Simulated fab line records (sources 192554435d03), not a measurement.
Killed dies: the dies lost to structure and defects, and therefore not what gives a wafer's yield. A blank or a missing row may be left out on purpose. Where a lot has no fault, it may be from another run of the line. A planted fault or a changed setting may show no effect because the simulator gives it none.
Matching of chambers    flow n5Finfet    N5_BEOL_M6_ETCH_65 on rieDiel-04 has 4 sister chambers
The step etches SiARC in CF4, target depth 15.6 nm, time 26 s. 20 wafers are shown with their chamber, then 10 later ones without.

== WAFERS PAIRED WITH THEIR CHAMBERS ==
wafer   chamber  showerheadPlenumPTorr (Torr)  drypumpMotorCurrentA (A)  throttleValvePct (%)
L074.3  3        2.12                          5.3                       15.95
L074.4  2        2.25                          5.9                       15.69
L074.6  3        2.12                          5.4                       15.94
L077.2  2        2.25                          5.9                       15.72
L077.5  2        2.25                          5.8                       15.72
L077.6  3        2.12                          5.4                       15.97
L081.2  1        2.19                          5.4                       15.77
L081.3  3        2.12                          5.3                       15.98
L081.5  0        2.19                          5.3                       15.46
L084.2  2        2.24                          5.8                       15.78
L084.4  2        2.24                          5.8                       15.80
L084.6  0        2.18                          5.3                       15.50
L086.2  2        2.24                          5.9                       15.78
L086.5  1        2.19                          5.4                       15.34
L086.6  0        2.18                          5.3                       15.51
L085.1  0        2.18                          5.3                       15.49
L085.2  1        2.19                          5.4                       15.34
L085.6  1        2.19                          5.4                       15.33
L091.1  0        2.18                          5.3                       15.54
L091.2  2        2.23                          5.8                       15.83

SIGNATURES (averages over the wafers above)
reading                chamber 0  chamber 1  chamber 2  chamber 3  scatter within a chamber
showerheadPlenumPTorr  2.1820     2.1900     2.2429     2.1200     0.00514
drypumpMotorCurrentA   5.300      5.400      5.843      5.350      0.0412
throttleValvePct       15.5000    15.4450    15.7600    15.9600    0.1
Rule: a wafer's distance from a chamber is the root of the sum, over the readings, of the square of ((its reading less the chamber's mean) divided by the reading's scatter). The wafer belongs to the nearest chamber; if the next one is less than 2 further off, it can't be placed. The scatter is the square root of a quotient: the sum, over the shown wafers, of each reading's squared deviation from its chamber's mean, divided by wafers minus chambers.

== WAFERS MISSING THEIR CHAMBER ==
wafer   showerheadPlenumPTorr (Torr)  drypumpMotorCurrentA (A)  throttleValvePct (%)
L091.4  2.11                          5.3                       15.54
L093.1  2.23                          5.8                       15.83
L093.5  2.18                          5.4                       15.37
L093.6  2.23                          5.8                       15.83
L094.2  2.18                          5.4                       15.40
L094.3  2.11                          5.3                       15.56
L094.5  2.18                          5.4                       15.36
L096.4  2.10                          5.3                       15.58
L096.5  2.23                          5.8                       15.85
L096.6  2.18                          5.4                       15.40

== WHICH CHAMBER EACH ONE RAN IN ==
wafer   from the rows above      in truth
L091.4  3                        3
L093.1  2                        2
L093.5  can't be placed: 1 or 0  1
L093.6  2                        2
L094.2  can't be placed: 1 or 0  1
L094.3  3                        3
L094.5  can't be placed: 1 or 0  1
L096.4  3                        3
L096.5  2                        2
L096.6  can't be placed: 1 or 0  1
Correct placement for 6 of the 10. These rows do not allow placing 4 (true chamber among the candidates in 4). 0 placed wrongly.
